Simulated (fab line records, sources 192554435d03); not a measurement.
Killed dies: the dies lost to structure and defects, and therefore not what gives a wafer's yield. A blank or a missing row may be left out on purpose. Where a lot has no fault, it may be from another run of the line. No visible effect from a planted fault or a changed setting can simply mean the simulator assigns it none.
Matching of chambers || flow n5 finfet || rie diel-01 running N5_DUMMY_GATE_DESCUM_20: 4 sister chambers
The step chemistry O2, time 6.2 s. 48 wafers are shown with their chamber, then 12 later ones without.

== WAFERS WITH THEIR CHAMBER ==
{"wafer": "L074.2", "chamber": 1, "showerhead plenum p Torr (Torr)": 2.09, "drypump motor current A (A)": 6.1, "throttle valve pct (%)": 20.62}
{"wafer": "L074.3", "chamber": 3, "showerhead plenum p Torr (Torr)": 2.00, "drypump motor current A (A)": 6.4, "throttle valve pct (%)": 20.40}
{"wafer": "L074.6", "chamber": 0, "showerhead plenum p Torr (Torr)": 2.11, "drypump motor current A (A)": 5.7, "throttle valve pct (%)": 20.73}
{"wafer": "L075.2", "chamber": 2, "showerhead plenum p Torr (Torr)": 2.18, "drypump motor current A (A)": 5.5, "throttle valve pct (%)": 20.68}
{"wafer": "L075.3", "chamber": 0, "showerhead plenum p Torr (Torr)": 2.11, "drypump motor current A (A)": 5.7, "throttle valve pct (%)": 20.73}
{"wafer": "L075.5", "chamber": 0, "showerhead plenum p Torr (Torr)": 2.11, "drypump motor current A (A)": 5.7, "throttle valve pct (%)": 20.74}
{"wafer": "L076.1", "chamber": 0, "showerhead plenum p Torr (Torr)": 2.11, "drypump motor current A (A)": 5.7, "throttle valve pct (%)": 20.72}
{"wafer": "L076.2", "chamber": 2, "showerhead plenum p Torr (Torr)": 2.18, "drypump motor current A (A)": 5.5, "throttle valve pct (%)": 20.67}
{"wafer": "L076.3", "chamber": 3, "showerhead plenum p Torr (Torr)": 1.99, "drypump motor current A (A)": 6.4, "throttle valve pct (%)": 20.41}
{"wafer": "L076.4", "chamber": 0, "showerhead plenum p Torr (Torr)": 2.11, "drypump motor current A (A)": 5.8, "throttle valve pct (%)": 20.74}
{"wafer": "L076.5", "chamber": 3, "showerhead plenum p Torr (Torr)": 2.00, "drypump motor current A (A)": 6.5, "throttle valve pct (%)": 20.42}
{"wafer": "L076.6", "chamber": 2, "showerhead plenum p Torr (Torr)": 2.18, "drypump motor current A (A)": 5.5, "throttle valve pct (%)": 20.69}
{"wafer": "L077.3", "chamber": 3, "showerhead plenum p Torr (Torr)": 1.99, "drypump motor current A (A)": 6.4, "throttle valve pct (%)": 20.40}
{"wafer": "L077.5", "chamber": 3, "showerhead plenum p Torr (Torr)": 1.99, "drypump motor current A (A)": 6.4, "throttle valve pct (%)": 20.40}
{"wafer": "L077.6", "chamber": 2, "showerhead plenum p Torr (Torr)": 2.18, "drypump motor current A (A)": 5.5, "throttle valve pct (%)": 20.69}
{"wafer": "L079.2", "chamber": 2, "showerhead plenum p Torr (Torr)": 2.17, "drypump motor current A (A)": 5.5, "throttle valve pct (%)": 20.68}
{"wafer": "L079.4", "chamber": 1, "showerhead plenum p Torr (Torr)": 2.09, "drypump motor current A (A)": 6.0, "throttle valve pct (%)": 20.63}
{"wafer": "L079.6", "chamber": 2, "showerhead plenum p Torr (Torr)": 2.17, "drypump motor current A (A)": 5.5, "throttle valve pct (%)": 20.70}
{"wafer": "L081.2", "chamber": 2, "showerhead plenum p Torr (Torr)": 2.17, "drypump motor current A (A)": 5.5, "throttle valve pct (%)": 20.70}
{"wafer": "L081.3", "chamber": 1, "showerhead plenum p Torr (Torr)": 2.09, "drypump motor current A (A)": 6.1, "throttle valve pct (%)": 20.63}
{"wafer": "L081.5", "chamber": 3, "showerhead plenum p Torr (Torr)": 1.99, "drypump motor current A (A)": 6.4, "throttle valve pct (%)": 20.40}
{"wafer": "L080.1", "chamber": 3, "showerhead plenum p Torr (Torr)": 1.99, "drypump motor current A (A)": 6.4, "throttle valve pct (%)": 20.42}
{"wafer": "L080.2", "chamber": 0, "showerhead plenum p Torr (Torr)": 2.11, "drypump motor current A (A)": 5.7, "throttle valve pct (%)": 20.74}
{"wafer": "L080.6", "chamber": 1, "showerhead plenum p Torr (Torr)": 2.09, "drypump motor current A (A)": 6.1, "throttle valve pct (%)": 20.63}
{"wafer": "L082.4", "chamber": 1, "showerhead plenum p Torr (Torr)": 2.09, "drypump motor current A (A)": 6.0, "throttle valve pct (%)": 20.65}
{"wafer": "L082.5", "chamber": 1, "showerhead plenum p Torr (Torr)": 2.09, "drypump motor current A (A)": 6.1, "throttle valve pct (%)": 20.63}
{"wafer": "L082.6", "chamber": 2, "showerhead plenum p Torr (Torr)": 2.17, "drypump motor current A (A)": 5.5, "throttle valve pct (%)": 20.69}
{"wafer": "L083.2", "chamber": 3, "showerhead plenum p Torr (Torr)": 1.99, "drypump motor current A (A)": 6.4, "throttle valve pct (%)": 20.42}
{"wafer": "L083.3", "chamber": 2, "showerhead plenum p Torr (Torr)": 2.17, "drypump motor current A (A)": 5.5, "throttle valve pct (%)": 20.71}
{"wafer": "L083.5", "chamber": 1, "showerhead plenum p Torr (Torr)": 2.09, "drypump motor current A (A)": 6.0, "throttle valve pct (%)": 20.65}
{"wafer": "L085.2", "chamber": 2, "showerhead plenum p Torr (Torr)": 2.17, "drypump motor current A (A)": 5.5, "throttle valve pct (%)": 20.72}
{"wafer": "L085.3", "chamber": 0, "showerhead plenum p Torr (Torr)": 2.11, "drypump motor current A (A)": 5.7, "throttle valve pct (%)": 20.75}
{"wafer": "L085.6", "chamber": 3, "showerhead plenum p Torr (Torr)": 1.99, "drypump motor current A (A)": 6.4, "throttle valve pct (%)": 20.42}
{"wafer": "L086.2", "chamber": 2, "showerhead plenum p Torr (Torr)": 2.17, "drypump motor current A (A)": 5.5, "throttle valve pct (%)": 20.71}
{"wafer": "L086.3", "chamber": 3, "showerhead plenum p Torr (Torr)": 1.99, "drypump motor current A (A)": 6.5, "throttle valve pct (%)": 20.42}
{"wafer": "L086.4", "chamber": 0, "showerhead plenum p Torr (Torr)": 2.11, "drypump motor current A (A)": 5.8, "throttle valve pct (%)": 20.76}
{"wafer": "L090.2", "chamber": 0, "showerhead plenum p Torr (Torr)": 2.10, "drypump motor current A (A)": 5.7, "throttle valve pct (%)": 20.79}
{"wafer": "L090.3", "chamber": 3, "showerhead plenum p Torr (Torr)": 1.99, "drypump motor current A (A)": 6.5, "throttle valve pct (%)": 20.45}
{"wafer": "L090.4", "chamber": 1, "showerhead plenum p Torr (Torr)": 2.08, "drypump motor current A (A)": 6.0, "throttle valve pct (%)": 20.66}
{"wafer": "L092.1", "chamber": 0, "showerhead plenum p Torr (Torr)": 2.10, "drypump motor current A (A)": 5.7, "throttle valve pct (%)": 20.79}
{"wafer": "L092.2", "chamber": 3, "showerhead plenum p Torr (Torr)": 1.98, "drypump motor current A (A)": 6.4, "throttle valve pct (%)": 20.44}
{"wafer": "L092.3", "chamber": 1, "showerhead plenum p Torr (Torr)": 2.08, "drypump motor current A (A)": 6.0, "throttle valve pct (%)": 20.66}
{"wafer": "L092.4", "chamber": 2, "showerhead plenum p Torr (Torr)": 2.17, "drypump motor current A (A)": 5.5, "throttle valve pct (%)": 20.73}
{"wafer": "L092.5", "chamber": 1, "showerhead plenum p Torr (Torr)": 2.08, "drypump motor current A (A)": 6.1, "throttle valve pct (%)": 20.66}
{"wafer": "L092.6", "chamber": 0, "showerhead plenum p Torr (Torr)": 2.10, "drypump motor current A (A)": 5.7, "throttle valve pct (%)": 20.77}
{"wafer": "L093.1", "chamber": 0, "showerhead plenum p Torr (Torr)": 2.10, "drypump motor current A (A)": 5.8, "throttle valve pct (%)": 20.79}
{"wafer": "L093.2", "chamber": 3, "showerhead plenum p Torr (Torr)": 1.98, "drypump motor current A (A)": 6.5, "throttle valve pct (%)": 20.45}
{"wafer": "L093.4", "chamber": 2, "showerhead plenum p Torr (Torr)": 2.17, "drypump motor current A (A)": 5.5, "throttle valve pct (%)": 20.73}

SIGNATURES (averages over the wafers above)
{"reading": "showerhead plenum p Torr", "chamber 0": 2.1067, "chamber 1": 2.0870, "chamber 2": 2.1731, "chamber 3": 1.9900, "scatter within a chamber": 0.00512}
{"reading": "drypump motor current A", "chamber 0": 5.725, "chamber 1": 6.050, "chamber 2": 5.500, "chamber 3": 6.431, "scatter within a chamber": 0.0413}
{"reading": "throttle valve pct", "chamber 0": 20.7542, "chamber 1": 20.6420, "chamber 2": 20.7000, "chamber 3": 20.4192, "scatter within a chamber": 0.02}
Rule: a wafer lies at a distance from a chamber equal to the root of the sum of squares, over the readings, of (its reading less the chamber's mean, divided by the reading's scatter). If the next closest chamber is less than 2 further off than the closest, the wafer can't be placed; otherwise it belongs to the closest. How the scatter is found: for the shown wafers, subtract from each reading the mean of its chamber, square and add these, divide the total by (wafers less chambers), then take the root.

== WAFERS WITH NO CHAMBER GIVEN ==
{"wafer": "L094.1", "showerhead plenum p Torr (Torr)": 2.17, "drypump motor current A (A)": 5.5, "throttle valve pct (%)": 20.76}
{"wafer": "L094.2", "showerhead plenum p Torr (Torr)": 2.08, "drypump motor current A (A)": 6.0, "throttle valve pct (%)": 20.67}
{"wafer": "L094.3", "showerhead plenum p Torr (Torr)": 1.98, "drypump motor current A (A)": 6.5, "throttle valve pct (%)": 20.45}
{"wafer": "L094.4", "showerhead plenum p Torr (Torr)": 2.10, "drypump motor current A (A)": 5.7, "throttle valve pct (%)": 20.79}
{"wafer": "L094.5", "showerhead plenum p Torr (Torr)": 2.10, "drypump motor current A (A)": 5.7, "throttle valve pct (%)": 20.77}
{"wafer": "L094.6", "showerhead plenum p Torr (Torr)": 1.98, "drypump motor current A (A)": 6.5, "throttle valve pct (%)": 20.44}
{"wafer": "L095.1", "showerhead plenum p Torr (Torr)": 2.10, "drypump motor current A (A)": 5.7, "throttle valve pct (%)": 20.79}
{"wafer": "L095.4", "showerhead plenum p Torr (Torr)": 2.16, "drypump motor current A (A)": 5.5, "throttle valve pct (%)": 20.74}
{"wafer": "L095.5", "showerhead plenum p Torr (Torr)": 2.10, "drypump motor current A (A)": 5.7, "throttle valve pct (%)": 20.78}
{"wafer": "L096.3", "showerhead plenum p Torr (Torr)": 2.08, "drypump motor current A (A)": 6.0, "throttle valve pct (%)": 20.70}
{"wafer": "L096.5", "showerhead plenum p Torr (Torr)": 2.10, "drypump motor current A (A)": 5.8, "throttle valve pct (%)": 20.79}
{"wafer": "L096.6", "showerhead plenum p Torr (Torr)": 1.98, "drypump motor current A (A)": 6.4, "throttle valve pct (%)": 20.46}

== EACH ONE'S CHAMBER ==
{"wafer": "L094.1", "from the rows above": 2, "in truth": 2}
{"wafer": "L094.2", "from the rows above": 1, "in truth": 1}
{"wafer": "L094.3", "from the rows above": 3, "in truth": 3}
{"wafer": "L094.4", "from the rows above": 0, "in truth": 0}
{"wafer": "L094.5", "from the rows above": 0, "in truth": 0}
{"wafer": "L094.6", "from the rows above": 3, "in truth": 3}
{"wafer": "L095.1", "from the rows above": 0, "in truth": 0}
{"wafer": "L095.4", "from the rows above": 2, "in truth": 2}
{"wafer": "L095.5", "from the rows above": 0, "in truth": 0}
{"wafer": "L096.3", "from the rows above": 1, "in truth": 1}
{"wafer": "L096.5", "from the rows above": 0, "in truth": 0}
{"wafer": "L096.6", "from the rows above": 3, "in truth": 3}
Correctly placed: 12 of 12. Not placeable from these rows: 0. Number placed wrongly: 0.
